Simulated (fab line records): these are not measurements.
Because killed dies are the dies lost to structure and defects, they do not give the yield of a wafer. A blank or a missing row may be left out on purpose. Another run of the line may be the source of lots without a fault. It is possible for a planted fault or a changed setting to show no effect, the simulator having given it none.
Which tool did it? -- flow n5 finfet -- 11 lots with 33 wafers sampled at 4 steps, on a route of 1938 steps

== WHAT THE GAUGES READ, wafer by wafer ==
N5_BEOL_M13_THK_MEAS_01.
lot,measured,on,M13_ILD_THK (nm)
L206,day 12 19:09,film metro-02,850 838 864
L205,day 12 20:53,film metro-01,832 827 845
L207,day 13 01:34,film metro-02,842 855 849
L208,day 13 09:28,film metro-01,846 843 857
L209,day 14 01:26,film metro-01,838 838 849
L210,day 14 01:30,film metro-02,827 843 852
L217,day 15 09:55,film metro-01,822 848 841
L219,day 15 14:22,film metro-01,835 834 842
L220,day 16 10:45,film metro-01,848 854 858
L224,day 17 13:37,film metro-01,848 848 850
L227,day 18 07:20,film metro-01,839 826 858

N5_BEOL_M13_CD_MEAS_17: the cd target is 190 nm.
lot,measured,on,cd nm (nm)
L206,day 12 20:04,cd sem-03,191.2 191.2 192.0
L205,day 12 21:56,cd sem-02,192.6 192.3 194.0
L207,day 13 02:32,cd sem-03,190.0 192.8 191.9
L208,day 13 10:29,cd sem-01,189.0 189.0 189.2
L209,day 14 02:22,cd sem-01,191.0 191.5 189.4
L210,day 14 02:34,cd sem-02,188.7 189.2 188.3
L217,day 15 10:50,cd sem-03,190.2 190.8 190.5
L219,day 15 15:25,cd sem-02,191.7 190.8 192.8
L220,day 16 12:19,cd sem-01,190.8 188.0 188.5
L224,day 17 14:33,cd sem-01,190.6 189.8 190.6
L227,day 18 08:23,cd sem-01,194.0 192.1 192.0

N5_BEOL_M13_INSPECT_30: inspects for defects (macro).
lot,measured,on,raw defect count
L206,day 12 20:27,defect inspect-02,0 1 2
L205,day 12 22:19,defect inspect-01,0 4 3
L207,day 13 02:55,defect inspect-02,0 1 3
L208,day 13 10:52,defect inspect-01,1 2 5
L209,day 14 02:44,defect inspect-01,3 0 5
L210,day 14 02:59,defect inspect-01,>300 >300 2
L217,day 15 11:20,defect inspect-02,>300 2 >300
L219,day 15 15:48,defect inspect-01,2 3 1
L220,day 16 12:42,defect inspect-02,1 2 2
L224,day 17 15:03,defect inspect-02,4 2 2
L227,day 18 08:46,defect inspect-01,6 1 5

== WHAT TOOL EACH LOT RAN ON (gives the tool, then ch and the chambers of the sampled wafers, and finally the start) ==
lot,N5_BEOL_M13_STRIP_63
L206,"plasma asher-01 ch 0, day 12 19:52"
L205,"plasma asher-02 ch 1, day 12 21:44"
L207,"plasma asher-02 ch 0,1, day 13 02:19"
L208,"plasma asher-01 ch 0,1, day 13 10:17"
L209,"plasma asher-02 ch 0,1, day 14 02:10"
L210,"plasma asher-01 ch 0,1, day 14 02:22"
L217,"plasma asher-01 ch 0,1, day 15 10:38"
L219,"plasma asher-02 ch 0,1, day 15 15:13"
L220,"plasma asher-02 ch 0,1, day 16 12:05"
L224,"plasma asher-02 ch 0,1, day 17 14:22"
L227,"plasma asher-02 ch 0,1, day 18 08:11"
- N5_BEOL_M13_STRIP_63: strips in N2/H2.

== WHAT THE TOOLS THEMSELVES READ (means of the sampled wafers that have a number; where no wafer has one, the mark that the record gives instead) ==
N5_BEOL_M13_STRIP_63.
lot,tool,drypump motor current A (A),heater power w (W),oes product au (a.u.),strip time to endpoint s (s)
L206,plasma asher-01,6.25,286,0.674,26.7
L205,plasma asher-02,6.13,336,0.672,28.1
L207,plasma asher-02,6.04,305,0.681,27.5
L208,plasma asher-01,6.14,310,0.674,27.0
L209,plasma asher-02,6.10,322,0.673,27.7
L210,plasma asher-01,6.11,309,0.676,27.7
L217,plasma asher-01,6.14,309,0.681,27.6
L219,plasma asher-02,6.02,306,0.667,27.8
L220,plasma asher-02,6.10,320,0.672,27.1
L224,plasma asher-02,6.11,322,0.672,27.0
L227,plasma asher-02,6.02,313,0.669,26.7

== THE ANSWER, worked out from the rows above alone ==
Rule: the lots themselves supply what counts as usual. The widest of any qualifying gaps counts: lots, ordered by their means at a reading, are off when they make up no more than a third of the lots, leave a main group of 4 or more, and stand apart from it by 3 or more times the standard deviation of that group's means. If all means in a main group match to the digits the tables above print for the reading, that group is not used. A lot without any number at a reading at which 4 lots or more have one is off too. Where the step has rows for the other lots, those lots are counted as sound. The gauges are gone through in route order, then the tools' own readings, and for those a lot's mean is taken as printed above. The first step at which some lot is off is used, and at that step the reading that is off furthest; a lot without a number counts as furthest.
None of the lots is off at any reading shown; this tells nothing.

== WHAT HAD BEEN PUT IN BY THE SIMULATOR ==
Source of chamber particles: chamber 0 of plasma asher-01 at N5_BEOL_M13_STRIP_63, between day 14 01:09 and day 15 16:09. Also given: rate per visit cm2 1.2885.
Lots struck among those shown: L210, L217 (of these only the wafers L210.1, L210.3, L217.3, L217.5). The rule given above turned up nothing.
